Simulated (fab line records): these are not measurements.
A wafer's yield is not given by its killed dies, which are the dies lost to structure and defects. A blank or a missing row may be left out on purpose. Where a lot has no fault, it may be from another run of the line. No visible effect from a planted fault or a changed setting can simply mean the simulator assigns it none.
fab line records    flow n5Finfet
record: lots: 10  wafers: 30  lastDay: 18
route steps=1938 shown BEOL_M15@1809
lots untouched by any fault: they come from a run of this same line in which no faults occurred
startH: the number of hours between the record's first day and the start of the first shown wafer of the lot    waitH: how many hours have passed since the lot's step before this one    " repeats the value in the row above    L1.1+2: a single row standing in for several wafers    - no value present, or no start provided    * or withheld: withheld    < > ~ a bound
route shown NAME@n: a module of which the file shows steps, and the number in the route of the first    usual: mean/standard deviation taken from wafers without a fault    same: alike in all rows    chamber/n: place in a boat    sites: readings site by site    _std_site: how widely they spread, as a standard deviation    _edge_site: outer sites' mean less inner sites'    radiusMm: how far each site lies from the wafer's centre    mask NAME#n: copy n    behind: tool/chamber where the wafer was last shaped    hold: what put the lot on hold/how long, in hours/how the hold closed    device: which transistor (n, p or np) failed to switch    end of line: the route-end tests of the same wafers    where a step has no rows: the recipe by itself    killed: the dies lost at the first sort to structure and to defects; this is not the yield of the wafer    map: per-die view of a wafer (x killed, . not killed, _ where there is no die)
set.NAME: the run value of the setting; set.NAME@STEP: its run value at that earlier step    model.NAME: the simulator's own value behind a step, which no gauge read
one table for each step of the route and one row for each wafer, over a sample of lots
services: the hour from which a tool's chamber was out of use, counted from the record's first day as startH (under 0 if before that day), plus the number of hours and why
== steps ==
step: N5_BEOL_M15_TRENCH_ETCH_34
recipe: chemistry: C4F8/O2/Ar  target: SiO2  targetDepthA: 8729.3  heInnerTorr: 15  heOuterTorr: 30  timeS: 199  ionEnergyEv: 800  pressureMtorr: 20  sourceW: 1905  biasW: 2040  Ar_flow_sccm: 400  C4F8_flow_sccm: 16  O2_flow_sccm: 12
usual: drypumpMotorCurrentA: 5.6/0.48  oesProductAu: 0.81/0.082  rfVppV: 2236/34  showerheadPlenumPTorr: 3.46/0.13  throttleValvePct: 31.02/0.24
lot.wafer  tool        chamber  startH  waitH  drypumpMotorCurrentA  oesProductAu  rfHoursCounterH  rfVppV  showerheadPlenumPTorr  throttleValvePct
L917.1     rieDiel-05  1        280.23  0.0    6.3                   0.68          216              2218    3.39                   31.08
L917.2     "           2        "       "      5.5                   0.79          116              2195    3.33                   31.15
L917.6     "           1        "       "      6.3                   0.68          -                2218    3.39                   31.09
L919.2     rieDiel-05  1        295.18  0.0    6.3                   0.68          223              2219    3.39                   31.10
L919.5     "           2        "       "      5.5                   0.77          -                2193    3.33                   31.16
L919.6     "           3        "       "      5.9                   0.81          -                2229    3.61                   30.83
L920.3     rieDiel-04  3        300.11  0.0    6.2                   0.76          159              2200    3.32                   31.43
L920.4     "           0        "       "      4.8                   0.85          46               2243    3.63                   30.70
L920.6     "           1        "       "      5.2                   0.98          -                2208    3.39                   30.86
L926.2     rieDiel-04  0        338.35  0.0    4.8                   0.85          57               2244    3.62                   30.71
L926.3     "           2        "       "      6.2                   0.79          86               2281    3.61                   31.23
L926.5     "           2        "       "      6.2                   0.80          -                2283    3.61                   31.25
L927.2     rieDiel-04  3        348.84  0.0    6.2                   0.75          172              2199    3.31                   31.46
L927.3     "           1        "       "      5.2                   0.95          20               2208    3.38                   30.86
L927.4     "           0        "       "      4.8                   0.83          60               2245    3.62                   30.72
L928.1     rieDiel-02  0        354.83  0.0    5.7                   0.68          247              2246    3.39                   31.12
L928.5     "           1        "       "      5.1                   0.86          -                2243    3.37                   31.32
L928.6     "           3        "       "      5.7                   0.85          -                2230    3.34                   31.07
L934.1     rieDiel-04  1        367.45  0.0    5.2                   0.93          26               2208    3.38                   30.87
L934.4     "           3        "       "      6.2                   0.74          176              2199    3.31                   31.45
L934.6     "           2        "       "      6.2                   0.78          -                2283    3.60                   31.24
L937.3     rieDiel-04  2        395.18  0.0    6.1                   0.77          105              2283    3.60                   31.26
L937.5     "           0        "       "      4.8                   0.81          -                2243    3.61                   30.73
L937.6     "           1        "       "      5.2                   0.90          -                2206    3.37                   30.86
L938.1     rieDiel-05  2        412.96  0.0    5.5                   0.74          158              2192    3.31                   31.19
L938.2     "           3        "       "      6.0                   0.79          111              2229    3.59                   30.86
L938.4     "           1        "       "      6.3                   0.97          2                2216    3.37                   30.78
L939.2     rieDiel-05  0        421.86  0.0    5.4                   0.87          37               2312    3.61                   30.77
L939.3     "           1        "       "      6.3                   0.95          4                2216    3.37                   30.80
L939.5     "           1        "       "      6.3                   0.96          -                2218    3.37                   30.79
step: N5_BEOL_M15_STRIP_36
recipe: chemistry: O2  powerW: 600  tempC: 60  pressureMtorr: 30  rfFrequencyHz: 6e+07  biasPowerW: 0  overashFraction: 0.3  o2FlowSccm: 225
usual: drypumpMotorCurrentA: 5.6/0.49  oesProductAu: 0.82/0.083  rfVppV: 3.7/0.94  showerheadPlenumPTorr: 2.11/0.087  throttleValvePct: 16.73/0.23
same: overashFraction: 0.3
lot.wafer  tool        chamber  startH  waitH  drypumpMotorCurrentA  oesProductAu  rfHoursCounterH  rfVppV  showerheadPlenumPTorr  throttleValvePct
L917.1     rieDiel-05  1        281.31  0.9    6.3                   0.69          216              4.0     2.08                   17.00
L917.2     "           2        "       "      5.6                   0.79          117              5.4     2.02                   16.79
L917.6     "           2        "       "      5.5                   0.78          -                5.3     2.02                   16.74
L919.2     rieDiel-05  3        299.22  3.8    5.9                   0.83          81               4.5     2.21                   16.52
L919.5     "           0        "       "      5.4                   0.99          -                3.6     2.23                   16.42
L919.6     "           1        "       "      6.3                   0.69          -                3.6     2.08                   17.03
L920.3     rieDiel-02  0        306.39  6.1    5.8                   0.68          231              4.0     2.08                   17.06
L920.4     "           2        "       "      5.8                   0.80          71               2.6     2.21                   16.64
L920.6     "           0        "       "      5.7                   0.68          -                2.7     2.08                   17.05
L926.2     rieDiel-04  0        340.04  1.5    4.8                   0.83          57               3.9     2.22                   16.56
L926.3     "           1        "       "      5.2                   0.95          17               4.5     2.04                   16.42
L926.5     "           1        "       "      5.2                   0.97          -                3.7     2.04                   16.43
L927.2     rieDiel-04  1        350.20  1.2    5.2                   0.95          20               4.8     2.04                   16.38
L927.3     "           2        "       "      6.1                   0.79          90               3.0     2.19                   16.85
L927.4     "           0        "       "      4.8                   0.82          60               3.7     2.22                   16.56
L928.1     rieDiel-05  0        355.26  0.2    5.4                   0.94          18               3.8     2.22                   16.44
L928.5     "           1        "       "      6.3                   0.67          -                3.3     2.07                   17.06
L928.6     "           2        "       "      5.5                   0.77          -                3.6     2.01                   16.80
L934.1     rieDiel-04  2        368.02  0.4    6.2                   0.79          96               3.0     2.18                   16.91
L934.4     "           3        "       "      6.2                   0.76          176              5.2     2.02                   17.10
L934.6     "           2        "       "      6.2                   0.79          -                4.5     2.18                   16.85
L937.3     rieDiel-04  1        399.08  3.7    5.2                   0.92          36               5.0     2.03                   16.46
L937.5     "           0        "       "      4.8                   0.82          -                2.1     2.22                   16.60
L937.6     "           1        "       "      5.1                   0.92          -                2.4     2.03                   16.45
L938.1     rieDiel-05  1        414.79  1.6    6.3                   0.98          2                3.8     2.07                   16.59
L938.2     "           2        "       "      5.5                   0.76          158              4.9     2.01                   16.85
L938.4     "           3        "       "      5.9                   0.79          112              3.5     2.20                   16.61
L939.2     rieDiel-02  2        422.11  0.1    5.8                   0.79          101              3.7     2.20                   16.69
L939.3     "           0        "       "      5.8                   0.94          8                4.0     2.07                   16.64
L939.5     "           1        "       "      5.1                   0.82          -                4.4     2.02                   16.75
step: N5_BEOL_M15_SPUTTER_43
recipe: material: TaN  targetThkA: 150  tempC: 50  biasV: 168.6  powerW: 15000  chamberPressurePa: 0.12  timeS: 24.19
usual: throttleValvePct: 29.8/0.91
lot.wafer  tool           chamber  startH  waitH  throttleValvePct
L917.1     pvdSputter-02  -        282.06  0.0    30.5
L917.2     "              -        "       "      29.6
L917.6     "              -        "       "      29.5
L919.2     pvdSputter-02  -        300.09  0.0    30.3
L919.5     "              -        "       "      30.0
L919.6     "              -        "       "      30.3
L920.3     pvdSputter-03  -        307.13  0.0    28.8
L920.4     "              -        "       "      31.4
L920.6     "              -        "       "      29.2
L926.2     pvdSputter-03  -        340.93  0.0    31.6
L926.3     "              -        "       "      29.5
L926.5     "              -        "       "      31.3
L927.2     pvdSputter-03  -        350.89  0.0    29.1
L927.3     "              -        "       "      28.1
L927.4     "              -        "       "      31.5
L928.1     pvdSputter-02  -        355.81  0.0    29.6
L928.5     "              -        "       "      29.7
L928.6     "              -        "       "      29.7
L928.1     pvdSputter-02  -        356.13  0.3    29.7
L928.5     "              -        "       "      30.2
L928.6     "              -        "       "      29.8
L934.1     pvdSputter-01  -        370.84  0.0    30.8
L934.4     "              -        "       "      30.3
L934.6     "              -        "       "      30.3
L934.1     pvdSputter-01  -        371.18  0.3    30.6
L934.4     "              -        "       "      30.2
L934.6     "              -        "       "      30.3
L937.3     pvdSputter-01  -        400.52  0.0    30.9
L937.5     "              -        "       "      30.5
L937.6     "              -        "       "      29.0
L938.1     pvdSputter-03  -        415.58  0.0    31.5
L938.2     "              -        "       "      29.6
L938.4     "              -        "       "      28.1
L939.2     pvdSputter-01  -        422.54  0.0    29.2
L939.3     "              -        "       "      30.4
L939.5     "              -        "       "      30.2
step: N5_BEOL_M15_SPUTTER_45
recipe: material: Cu  targetThkA: 1000  tempC: -20  biasV: 60  powerW: 26000  chamberPressurePa: 0.13  timeS: 16.67
usual: throttleValvePct: 29.8/0.89
lot.wafer  tool           chamber  startH  waitH  throttleValvePct
L917.1     pvdSputter-02  -        282.22  0.0    30.4
L917.2     "              -        "       "      29.8
L917.6     "              -        "       "      29.8
L919.2     pvdSputter-02  -        300.25  0.0    30.5
L919.5     "              -        "       "      29.8
L919.6     "              -        "       "      30.6
L920.3     pvdSputter-03  -        307.29  0.0    29.0
L920.4     "              -        "       "      31.4
L920.6     "              -        "       "      29.0
L926.2     pvdSputter-03  -        341.09  0.0    31.3
L926.3     "              -        "       "      29.6
L926.5     "              -        "       "      31.5
L927.2     pvdSputter-03  -        351.05  0.0    29.1
L927.3     "              -        "       "      27.8
L927.4     "              -        "       "      31.5
L928.1     pvdSputter-02  -        356.35  0.0    29.8
L928.5     "              -        "       "      29.7
L928.6     "              -        "       "      29.7
L934.1     pvdSputter-01  -        371.38  0.1    30.5
L934.4     "              -        "       "      30.3
L934.6     "              -        "       "      30.0
L937.3     pvdSputter-01  -        400.68  0.0    30.9
L937.5     "              -        "       "      30.3
L937.6     "              -        "       "      29.3
L938.1     pvdSputter-03  -        415.74  0.0    31.5
L938.2     "              -        "       "      29.9
L938.4     "              -        "       "      28.0
L939.2     pvdSputter-01  -        422.70  0.0    29.1
L939.3     "              -        "       "      30.5
L939.5     "              -        "       "      30.2
step: N5_BEOL_M15_CMP_49
recipe: stopOn: SiO2  tOverpolishS: 4.9  downForcePsi: 2  platenRpm: 80  clearingPlatenDownForcePsi: 2  clearingPlatenRpm: 80  postCmpClean: cuAlkaline  targetThkNm: 850  clearingPlatenPadVelocityMS: 1.5917  padVelocityMS: 1.5917
usual: barrierFieldEndpointS: 11.18/0.25  clearingPlatenRpm: 80.00/0.044  motorCurrentA: 8.2/1  overpolishRunS: 4.901/0.0094  padLifeWafers: 1045/650
same: tOverpolishS: 4.9
lot.wafer  tool    chamber  startH  waitH  barrierFieldEndpointS  clearingPlatenRpm  motorCurrentA  overpolishRunS  padLifeWafers
L917.2     cmp-01  0        283.04  0.3    10.93                  80.09              7.5            4.887           1854
L917.1     "       1        "       "      11.29                  79.96              6.6            4.904           1855
L917.6     "       0        "       "      11.21                  80.04              7.3            4.915           -
L919.2     cmp-01  3        300.99  0.3    10.99                  79.98              8.3            4.919           2024
L919.5     "       1        "       "      11.15                  80.00              6.5            4.895           -
L919.6     "       2        "       "      11.03                  80.02              9.2            4.908           -
L920.4     cmp-02  3        308.02  0.2    10.85                  79.94              7.5            4.899           830
L920.3     "       0        "       "      10.96                  79.95              8.4            4.887           831
L920.6     "       1        "       "      10.86                  79.97              10.5           4.902           -
L926.2     cmp-01  3        341.78  0.2    11.23                  79.98              8.7            4.895           289
L926.3     "       1        "       "      11.28                  80.08              6.4            4.908           291
L926.5     "       3        "       "      11.06                  80.05              8.3            4.898           -
L927.2     cmp-02  1        352.02  0.2    11.30                  79.99              10.1           4.905           1303
L927.4     "       2        "       "      11.42                  80.00              7.5            4.902           1304
L927.3     "       3        "       "      10.94                  80.01              7.1            4.896           1305
L928.1     cmp-03  2        357.28  0.3    16.63                  79.98              7.2            4.907           1645
L928.5     "       1        "       "      16.52                  79.93              8.4            4.911           -
L928.6     "       2        "       "      16.25                  80.01              7.2            4.889           -
L934.4     cmp-01  3        372.12  0.2    17.19                  80.08              8.1            4.904           503
L934.1     "       0        "       "      16.86                  79.97              7.4            4.910           504
L934.6     "       1        "       "      16.85                  79.95              6.4            4.898           -
L937.3     cmp-03  1        401.45  0.3    11.23                  79.95              8.7            4.911           1983
L937.5     "       2        "       "      10.92                  79.96              7.4            4.927           -
L937.6     "       3        "       "      11.28                  80.06              8.3            4.907           -
L938.1     cmp-03  0        418.68  2.5    11.02                  80.05              8.6            4.914           84
L938.2     "       1        "       "      11.08                  79.98              8.4            4.893           85
L938.4     "       3        "       "      11.08                  79.96              8.3            4.897           87
L939.3     cmp-01  1        423.50  0.2    11.53                  79.90              7.0            4.894           889
L939.2     "       3        "       "      11.15                  79.94              9.1            4.907           891
L939.5     "       1        "       "      11.23                  79.97              6.5            4.912           -
== services ==
tool           chamber  startH  hours  kind
rieDiel-04     1        263.33  -      clean
rieDiel-04     1        263.33  -      consumableReplace:focusRing
cmp-03         -        263.43  1.4    repair
rieDiel-05     0        273.24  -      clean
rieDiel-05     0        273.24  -      consumableReplace:focusRing
rieDiel-05     0        273.24  -      consumableReplace:showerhead
cmp-03         -        286.11  1.6    repair
cmp-01         -        308.39  4.0    pm
pvdSputter-01  -        312.40  8.6    repair
cmp-03         -        312.96  3.8    pm
cmp-03         -        324.97  5.1    pm
cmp-01         -        348.38  5.5    pm
rieDiel-04     3        352.37  5.9    repair
cmp-03         -        356.03  0.4    repair
rieDiel-05     3        368.86  6.4    repair
cmp-02         -        370.34  4.6    repair
rieDiel-05     -        372.88  0.2    repair
rieDiel-05     0        381.64  1.3    repair
rieDiel-05     1        387.41  -      clean
cmp-01         -        387.65  0.8    repair
cmp-03         -        401.56  4.0    pm
rieDiel-04     3        406.27  3.4    repair
cmp-02         -        410.24  5.9    pm
rieDiel-05     3        419.07  2.9    repair
== key ==
firstSign: step: N5_BEOL_M15_SPUTTER_43  reading: visit  direction: added
effect: step: N5_BEOL_M15_CMP_49  reading: barrierFieldEndpointS  direction: up  sigmas: 22  usual: 11.18  struck: 16.72
metAt N5_BEOL_M15_SPUTTER_43
struckLots L928,L934
notActingAt N5_BEOL_M15_TRENCH_ETCH_34,N5_BEOL_M15_STRIP_36,N5_BEOL_M15_SPUTTER_45
fault: kind: repeatedStepWhole  tool: pvdSputter-01,pvdSputter-02,pvdSputter-03  chamber: -  onsetH: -  steps: N5_BEOL_M15_SPUTTER_43  times: 1  scope: struckLotsOnly
